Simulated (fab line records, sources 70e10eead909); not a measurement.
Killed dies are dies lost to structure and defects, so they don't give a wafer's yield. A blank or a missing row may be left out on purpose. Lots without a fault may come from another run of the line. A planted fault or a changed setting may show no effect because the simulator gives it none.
fab line records | flow nand_harc
record lots=7 wafers=21 last_day=33
route steps=1302 shown P_M2@350 P_BONDPAD@351
lots that met no fault: from a run of the same line without faults
start_h: hours from the record's first day to the start of the lot's first wafer shown | wait_h: hours since the lot's step before | " the same as in the row above | L1.1+2: a row that stands for several wafers | - no value, or no start given | * or withheld: withheld | < > ~ a bound
route shown NAME@n: a module of which the file shows steps, and the number in the route of the first | usual: mean/standard deviation of fault-free wafers | same: alike in all rows | chamber/n: place in a boat | sites: the reading at each site | _std_site: their standard deviation | _edge_site: outer sites' mean less inner sites' | radius_mm: how far each site lies from the wafer's centre | mask NAME#n: copy n | behind: the tool/chamber that last shaped the wafer | hold: why the lot was held/for how many hours/how that ended | device: the transistor (n, p or np) that didn't switch | end of line: the same wafers' tests at the end of the route | a step without rows: its recipe alone | killed: dies lost to structure and defects at the first sort, not the wafer's yield | map: a wafer's dies, x killed, . not, _ none there
set.NAME: the setting as run; set.NAME@STEP: as run at that earlier step | model.NAME: the simulator's own value behind a step, which no gauge read
lots at some steps of the route; a table a step, a row a wafer
services: from which hour (start_h, from the record's first day; less than 0 if before it) a tool's chamber was out of use, for how many hours, and why
## steps
# step NHARC_P_M2_DEP_33
# recipe target_thk_a=300 temp_c=370 target_thk_nm=30 pressure_torr=3 flow_sccm=200 rf_w=450 material=SiCN
# usual heater_power_w=584/71
# columns lot.wafer tool chamber start_h wait_h heater_power_w
L226.2 pecvd-01 0 190.87 0.1 722
L226.6 " 0 " " 748
L226.4 " 1 " " 582
L227.1 pecvd-02 2 208.22 0.1 533
L227.4 " 1 " " 594
L227.6 " 0 " " 660
L228.3 pecvd-01 2 211.20 0.1 592
L228.4 " 1 " " 534
L228.6 " 2 " " 563
L229.1 pecvd-01 0 231.20 0.1 670
L229.3 " 2 " " 576
L229.6 " 0 " " 673
L234.3 pecvd-02 1 284.57 0.1 610
L234.4 " 0 " " 594
L234.6 " 1 " " 606
L238.3 pecvd-03 0 319.07 0.1 459
L238.1 " 1 " " 603
L238.2 " 2 " " 584
L239.1 pecvd-02 1 326.81 0.1 652
L239.4 " 1 " " 641
L239.5 " 2 " " 552
# step NHARC_P_BONDPAD_DEP_00
# recipe target_thk_a=2500 temp_c=370 target_thk_nm=250 pressure_torr=3 flow_sccm=200 rf_w=450 material=SiCN
# usual heater_power_w=586/91
# columns lot.wafer tool chamber start_h wait_h heater_power_w
L226.2 pecvd-02 0 191.33 - 635
L226.4 " 1 " " 631
L226.6 " 2 " " 665
L227.1 pecvd-01 2 208.69 - 487
L227.4 " 0 " " 700
L227.6 " 2 " " 514
L228.3 pecvd-02 0 211.57 - 650
L228.6 " 2 " " 610
L228.4 " 0 " " 663
L229.1 pecvd-03 0 231.73 0.5 456
L229.3 " 1 " " 540
L229.6 " 1 " " 581
L234.3 pecvd-01 0 285.20 - 718
L234.4 " 0 " " 722
L234.6 " 0 " " 746
L238.3 pecvd-03 2 - - 567
L238.1 " 0 " " 401
L238.2 " 1 " " 657
L239.1 pecvd-03 1 327.27 - 613
L239.4 " 0 " " 452
L239.5 " 1 " " 623
# step NHARC_P_BONDPAD_CMP_32
# recipe target_thk_nm=200 material=SiCN
# usual motor_current_A=12.3/1.3 slurry_flow_ml_min=150.0/0.44
# columns lot.wafer tool chamber start_h wait_h motor_current_A slurry_flow_ml_min
L226.4 cmp-01 3 191.67 - 15.6 149.8
L226.2 " 0 " " 11.7 150.1
L226.6 " 3 " " 14.6 149.6
L227.4 cmp-01 3 209.03 - 14.3 150.6
L227.1 " 1 " " 10.9 150.4
L227.6 " 2 " " 12.4 149.2
L228.4 cmp-02 2 212.02 - 11.3 150.4
L228.3 " 1 " " 13.8 148.9
L228.6 " 2 " " 10.8 150.5
L229.1 cmp-02 1 232.19 - 13.0 150.3
L229.3 " 2 " " 11.1 149.3
L229.6 " 3 " " 11.8 149.9
L234.3 cmp-04 0 285.90 0.6 10.7 149.4
L234.4 " 2 " " 13.1 150.4
L234.6 " 1 " " 13.2 150.2
L238.3 cmp-01 0 319.88 - 11.4 150.6
L238.2 " 1 " " 10.9 150.1
L238.1 " 2 " " 11.9 149.9
L239.1 cmp-01 0 327.63 - 12.1 150.3
L239.4 " 1 " " 10.5 150.5
L239.5 " 1 " " 11.4 151.0
# step NHARC_P_BONDPAD_THK_MEAS_33
# recipe thk_meas_gauge=ellipsometry
# usual thk_nm=199.7/1.7
# columns lot.wafer tool chamber start_h wait_h thk_nm
L226.2 film_metro-02 - 191.90 0.2 197.3
L226.4 " - " " 202.8
L226.6 " - " " 200.9
L227.1 film_metro-02 - 209.25 0.1 199.2
L227.4 " - " " 200.0
L227.6 " - " " 197.0
L228.3 film_metro-01 - 212.28 0.2 201.4
L228.4 " - " " 201.5
L228.6 " - " " 201.2
L229.1 film_metro-01 - 232.39 0.2 201.8
L229.3 " - " " 201.7
L229.6 " - " " 200.9
L234.3 film_metro-02 - 286.15 0.2 199.5
L234.4 " - " " 201.3
L234.6 " - " " 202.4
L238.1 film_metro-02 - 320.11 0.2 198.3
L238.2 " - " " 199.5
L238.3 " - " " 196.2
L239.1 film_metro-02 - 327.88 0.2 198.2
L239.4 " - " " 200.0
L239.5 " - " " 200.9
# step NHARC_P_BONDPAD_SRD_34
# step NHARC_P_BONDPAD_DEHYDRATE_01
# recipe temp_c=150 time_s=120
# step NHARC_P_BONDPAD_HMDS_02
# recipe time_s=30
# step NHARC_P_BONDPAD_COAT_36
# recipe temp_c=200 time_s=65
# step NHARC_P_BONDPAD_COAT_03
# recipe spin_rpm=2000 resist_thk_nm=600
# step NHARC_P_BONDPAD_SOFTBAKE_04
# recipe temp_c=125 time_s=70
# step NHARC_P_BONDPAD_EBR_05
# step NHARC_P_BONDPAD_EXPOSE_06
# recipe na=0.55 dose_mj=37.06 mask_id=P_BPAD
# step NHARC_P_BONDPAD_PEB_07
# recipe peb_temp_c=128 peb_time_s=80
# usual chill_plate_temp_C=23.00/0.11 exhaust_pa=45.3/0.9 plate_temp_C=127.98/0.14
# columns lot.wafer tool chamber start_h wait_h chill_plate_temp_C exhaust_pa plate_temp_C
L226.2 litho_track-05 - 192.38 0.1 - - -
L226.4 " - " " - - -
L226.6 " - " " - - -
L227.1 litho_track-05 - 209.61 0.1 - - -
L227.4 " - " " - - -
L227.6 " - " " - - -
L228.3 litho_track-05 - 212.63 0.1 - - -
L228.4 " - " " - - -
L228.6 " - " " - - -
L229.1 litho_track-05 0 232.87 0.1 22.97 46.4 127.88
L229.3 " 0 " " 22.92 45.9 127.84
L229.6 " 0 " " 22.97 46.2 127.78
L234.3 litho_track-07 0 286.64 0.1 22.99 43.8 128.21
L234.4 " 0 " " 22.80 43.6 128.05
L234.6 " 0 " " 22.97 43.1 127.89
L238.1 litho_track-05 0 320.59 0.1 23.17 48.6 128.15
L238.2 " 0 " " 23.12 45.1 128.05
L238.3 " 0 " " 23.01 46.6 128.00
L239.1 litho_track-07 0 328.36 0.1 23.12 44.6 127.97
L239.4 " 0 " " 23.05 45.0 128.18
L239.5 " 0 " " 23.06 44.6 128.05
# step NHARC_P_BONDPAD_DEVELOP_08
# recipe time_s=50 dev_temp_c=22
## services
# columns tool chamber start_h hours kind
cmp-01 - 168.25 0.5 repair
cmp-01 - 169.58 1.6 repair
cmp-04 - 169.75 0.4 repair
cmp-04 - 172.97 1.2 repair
cmp-01 - 177.18 1.2 repair
pecvd-03 - 185.05 13.0 pm
cmp-01 - 185.50 4.0 pm
pecvd-01 2 195.37 4.4 repair
pecvd-01 2 211.66 7.9 repair
pecvd-01 - 214.50 0.7 repair
pecvd-01 1 221.56 54.0 repair
pecvd-02 - 227.13 13.0 pm
cmp-02 - 241.66 2.0 repair
cmp-02 - 243.69 4.0 pm
litho_track-07 - 251.00 7.0 pm
pecvd-01 2 260.26 167.5 repair
cmp-01 - 271.92 0.4 repair
pecvd-01 - 276.26 1.3 repair
pecvd-01 1 278.56 8.9 repair
cmp-02 - 283.40 17.6 repair
cmp-01 - 283.50 4.0 pm
litho_track-05 - 299.00 7.0 pm
cmp-01 - 310.15 0.8 repair
pecvd-01 - 311.14 13.0 pm
## key
first_sign step=NHARC_P_BONDPAD_PEB_07 reading=tool_record direction=missing
effect none on later readings
met_at NHARC_P_BONDPAD_PEB_07
struck_wafers L226.2,L226.4,L226.6,L227.1,L227.4,L227.6,L228.3,L228.4,L228.6
later_rows_left_out L226.2,L226.4,L226.6,L227.1,L227.4,L227.6,L228.3,L228.4,L228.6
sort_left_out L226.2,L226.4,L226.6,L227.1,L227.4,L227.6,L228.3,L228.4,L228.6
fault kind=skipped_step_whole tool=litho_track-05 chamber=- onset_h=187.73 steps=NHARC_P_BONDPAD_PEB_07 scope=struck_lots_only
# sort_left_out: the simulated sort isn't trusted on such a fault, so these wafers' sort isn't shown, and their yield isn't known
# later_rows_left_out: the simulator's readings of these wafers behind a module that went badly wrong aren't trusted and aren't shown, but for the sort
